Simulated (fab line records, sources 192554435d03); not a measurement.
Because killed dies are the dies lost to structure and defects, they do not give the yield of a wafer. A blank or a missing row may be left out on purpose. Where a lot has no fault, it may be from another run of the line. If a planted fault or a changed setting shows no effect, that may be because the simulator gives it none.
Matching of chambers :: flow n5_finfet :: N5_BEOL_M1_ILD_DEP_00 on pecvd-03 has 3 sister chambers
The step deposits SiOC from DEMS/O2, target thk 79 nm, time 15.3 s. 6 wafers are shown with their chamber, then 10 later ones without.

== WAFERS WITH THEIR CHAMBER ==
wafer: L081.4
chamber: 1
throttle_valve_pct (%): 12.3
heater_power_w (W): 592

wafer: L082.1
chamber: 0
throttle_valve_pct (%): 12.5
heater_power_w (W): 438

wafer: L084.4
chamber: 2
throttle_valve_pct (%): 11.0
heater_power_w (W): 415

wafer: L084.5
chamber: 1
throttle_valve_pct (%): 11.8
heater_power_w (W): 574

wafer: L086.2
chamber: 0
throttle_valve_pct (%): 12.7
heater_power_w (W): 473

wafer: L086.4
chamber: 2
throttle_valve_pct (%): 11.1
heater_power_w (W): 440

== WAFERS MISSING THEIR CHAMBER ==
wafer: L086.6
throttle_valve_pct (%): 12.6
heater_power_w (W): 472

wafer: L090.2
throttle_valve_pct (%): 11.3
heater_power_w (W): 468

wafer: L090.5
throttle_valve_pct (%): 12.6
heater_power_w (W): 572

wafer: L090.6
throttle_valve_pct (%): 11.4
heater_power_w (W): 446

wafer: L091.1
throttle_valve_pct (%): 12.5
heater_power_w (W): 426

wafer: L091.2
throttle_valve_pct (%): 12.4
heater_power_w (W): 573

wafer: L091.4
throttle_valve_pct (%): 12.1
heater_power_w (W): 427

wafer: L097.1
throttle_valve_pct (%): 12.2
heater_power_w (W): 512

wafer: L097.3
throttle_valve_pct (%): 11.3
heater_power_w (W): 398

wafer: L097.4
throttle_valve_pct (%): 11.2
heater_power_w (W): 402

== EACH ONE'S CHAMBER ==
wafer: L086.6
from the rows above: 0
in truth: 0

wafer: L090.2
from the rows above: 2
in truth: 2

wafer: L090.5
from the rows above: 1
in truth: 1

wafer: L090.6
from the rows above: 2
in truth: 2

wafer: L091.1
from the rows above: 0
in truth: 0

wafer: L091.2
from the rows above: 1
in truth: 1

wafer: L091.4
from the rows above: 0
in truth: 0

wafer: L097.1
from the rows above: can't be placed: 0 or 1
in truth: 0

wafer: L097.3
from the rows above: 2
in truth: 2

wafer: L097.4
from the rows above: 2
in truth: 2
Correct placement for 9 of the 10. Not placeable from these rows: 1 (in 1, the candidates include the true chamber). 0 placed wrongly.
How it was worked out, from the rows above alone: a wafer's distance from a chamber is the root of the sum, over the readings, of the square of ((its reading less the chamber's mean) divided by the reading's scatter). The wafer belongs to the nearest chamber; if the next one is less than 2 further off, it can't be placed. Each chamber's mean is taken over the wafers shown for it. The scatter is the square root of a quotient: the sum, over the shown wafers, of each reading's squared deviation from its chamber's mean, divided by wafers minus chambers.
